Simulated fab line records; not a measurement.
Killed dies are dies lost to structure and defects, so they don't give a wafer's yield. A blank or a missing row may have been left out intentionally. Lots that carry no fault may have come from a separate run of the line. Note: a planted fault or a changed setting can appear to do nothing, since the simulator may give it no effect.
A struck lot beside a sound one ; flow n5-finfet ; 36 steps out of a route of 1938
Sound: wafers L564.2, L564.4, L564.6. Struck: wafers L573.2, L573.3, L573.5. Last of all comes the cause.
Per side, at each step with rows, come the tool, then ch with its chambers, and then its first start. Under that, the readings that differ: sound wafers ; struck wafers ; difference of the means ; sigmas: that difference in standard deviations of wafers without a fault.
alike: same words and numbers on both sides, and readings whose means sit less than 2 such deviations apart. not compared: any withheld reading, any reading some wafer has no value for, any bound like >300 that may hide the same value, and any number with overlapping values for which the record gives no deviation.
The two part at a step that has a row with sigmas, a row that says differs or no value, or rows on one side only. Numbers that don't overlap but have no deviation are shown without sigmas and don't part them. A reading missing from all wafers of one side parts the sides only when that side holds two or more wafers.

first, 12 steps without rows for these wafers: N5_SD_EPI_P_STRIP_38 (strips in N2/H2); N5_SD_EPI_P_ETCHBACK_46 (etches SiNx in CH3F/O2, stops on SiO2, target depth 17.5 nm); N5_SD_EPI_P_ETCH_47 (etches SiOCN in CH3F/O2, target depth 25 nm); N5_SD_EPI_P_ETCH_16 (etches SiO2 in CHF3/O2, target depth 5 nm); N5_SD_EPI_P_STRIP_50 (strips in CHF3/O2); N5_SD_EPI_P_SD_RECESS_17 (chemistry HBr/Cl2/O2, target depth 39.1 nm, bt time 3 s); N5_SD_EPI_P_WET_ETCH_45 (etches SiO2 in dHF, time 10.7 s, target depth 2 nm, rinse time 30 s); N5_SD_EPI_P_STRIP_40 (strips in N2/H2); N5_SD_EPI_P_PRECLEAN_52 (cleans in O3/DIW, time 60 s); N5_SD_EPI_P_SRD_20 (time 30 s); N5_SD_EPI_P_PRECLEAN_51 (cleans in NF3:NH3, afs cycles 1, time 20 s, sublimation time 60 s); N5_SD_EPI_P_VAPOR_ETCH_44 (etches SiGe30 in NF3/Ar, time 3.3 s).
N5_SD_EPI_P_EPI_21: deposits SiGe:B, time 355 s.
  sound on epi-rpcvd-04 ch 0, day 3 15:43; struck on epi-rpcvd-04 ch 0, day 6 02:27
  alike: lamp-inner-pct
then, 8 steps without rows for these wafers: N5_SD_EPI_P_HM_STRIP_48 (strips SiNx in H3PO4, material SiNx, target depth 3 nm); N5_SD_EPI_P_SRD_49 (time 30 s); N5_SD_EPI_P_PRECLEAN_24 (cleans in O3/DIW, time 45 s); N5_SD_EPI_P_PRECLEAN_32 (cleans in dHF, time 10 s); N5_SD_EPI_P_PRECLEAN_33 (cleans in SC2, time 45 s); N5_SD_EPI_P_SRD_25 (time 30 s); N5_SD_ACTIVATION_RTA_00 (time 0 s); N5_SD_ACTIVATION_LSA_01 (time 0.0008 s).
N5_SD_ACTIVATION_RS_MEAS_03: measurement is done with a four-point probe.
  struck on film-metro-01, day 6 05:39; sound on film-metro-01, day 3 18:50
reading;sound;struck;difference;sigmas
RS_SD_P (ohm/sq);56.9 56.5 57.2;73.4 72.3 72.6;+15.9;+18
  alike: RS_SD_N
then, 12 steps without rows for these wafers: N5_ILD0_LINER_00 (material SiNx, target thk 4 nm, pulse time 1 s, purge time 2 s); N5_ILD0_FCVD_FILL_01 (material SiO2 flowable, target thk 200 nm, time 328.3 s); N5_ILD0_CURE_02 (time 1800 s); N5_ILD0_CMP_03 (polishes, stops on SiNx, t overpolish 1.9 s, target thk 197.38 nm); N5_ILD0_CMP_07 (polishes SiO2 flowable, stops on poly-Si, t overpolish 1.18 s, target thk 138.88 nm); N5_ILD0_PRECLEAN_10 (cleans in NF3:NH3, afs cycles 5, time 20 s, sublimation time 60 s); N5_ILD0_ALD_15 (deposits SiNx, target thk 24 nm, pulse time 1 s, ald cycles 480); N5_ILD0_CMP_12 (polishes SiNx, stops on poly-Si, t overpolish 6 s, target thk 17.67 nm); N5_SDB_HM_DEP_00 (deposits SiNx from SiH4/NH3/N2, target thk 40 nm, time 35.3 s); N5_SDB_COAT_03 (time 60 s, resist thk 100 nm); N5_SDB_COAT_04 (time 60 s, resist thk 18 nm); N5_SDB_COAT_05 (resist thk 90 nm).
-- the record jumps here: 5 days lie between the struck wafers' starts before and after (it left off in module SDB and takes up again in module BEOL_M4, whose first step shown is number 1111 of the route) --
N5_BEOL_M4_RC_MEAS_101:
  sound on prober-02 ch 0, day 8 21:24; struck on prober-02 ch 0, day 11 04:28
reading;sound;struck;difference;sigmas
RC_DENSE_P (ohm.um);24.6 25.0 25.2;30.1 29.5 30.0;+4.9;+6
RC_P (ohm.um);20.1 20.0 20.3;24.4 23.8 24.2;+4.0;+6
REXT_P (ohm.um);99.2 103.0 100.0;117.1 118.2 116.0;+16.4;+7
RS_SD_P (ohm/sq);66.1 67.5 67.0;84.4 82.4 82.7;+16.3;+16
  alike: DIBL_N, DIBL_P, IOFF_N, IOFF_P, ION_N, ION_P, SS_N, SS_P, VT_N, VT_P
-- a jump in the record: the struck wafers' starts before and after are 4 days apart (it breaks off in module BEOL_M4 and resumes in module PASSIVATION, where the first step shown is number 1936 of the route) --
N5_PASSIVATION_PROBE_49:
  only the struck wafers here have rows in the record (prober-01, day 15 07:40); the sound ones have none

## WHERE THEY PART
Earliest at N5_SD_ACTIVATION_RS_MEAS_03; latest, in this record, at N5_PASSIVATION_PROBE_49.

WHY: what the simulator had put in
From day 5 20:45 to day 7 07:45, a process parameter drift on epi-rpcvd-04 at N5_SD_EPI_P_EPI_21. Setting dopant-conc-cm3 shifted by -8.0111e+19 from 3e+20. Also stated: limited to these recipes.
